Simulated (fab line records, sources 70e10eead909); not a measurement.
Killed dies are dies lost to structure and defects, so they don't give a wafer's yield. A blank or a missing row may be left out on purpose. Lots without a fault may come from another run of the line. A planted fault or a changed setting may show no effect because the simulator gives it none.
Chamber matching | flow nand_harc | NHARC_P_M0_ETCH_15 on rie_diel-09: 4 sister chambers
The step etches the open film in C4F8/Ar, target depth 150 nm, overetch 15 nm, time 82.5 s. 4 wafers are shown with their chamber, then 8 later ones without.

WAFERS WITH THEIR CHAMBER
wafer  | chamber | rf_vpp_V (V)
L938.6 | 2       | 442
L939.1 | 3       | 438
L939.2 | 0       | 438
L939.6 | 1       | 445

WAFERS WITHOUT THEIR CHAMBER
wafer  | rf_vpp_V (V)
L947.2 | 438
L947.3 | 441
L955.3 | 442
L955.5 | 436
L955.6 | 438
L957.3 | 442
L957.5 | 444
L957.6 | 443

WHICH CHAMBER EACH WENT THROUGH
wafer  | from the rows above     | in truth
L947.2 | can't be placed: 0 or 3 | 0
L947.3 | 2                       | 2
L955.3 | 2                       | 2
L955.5 | can't be placed: 0 or 3 | 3
L955.6 | can't be placed: 0 or 3 | 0
L957.3 | 2                       | 2
L957.5 | can't be placed: 1 or 2 | 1
L957.6 | can't be placed: 2 or 1 | 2
Placed correctly: 3 of 8. Can't be placed from these rows: 5 (the true chamber is among the candidates in 5). Placed wrongly: 0.
How it was worked out, from the rows above alone: a wafer's distance from a chamber is the root of the sum, over the readings, of the square of ((its reading less the chamber's mean) divided by the reading's scatter). The wafer belongs to the nearest chamber; if the next one is less than 2 further off, it can't be placed. A chamber's mean is the mean of its shown wafers. The scatter: with one shown wafer a chamber, the root of the mean of the squares of how far each hidden wafer lies from its nearest shown one.
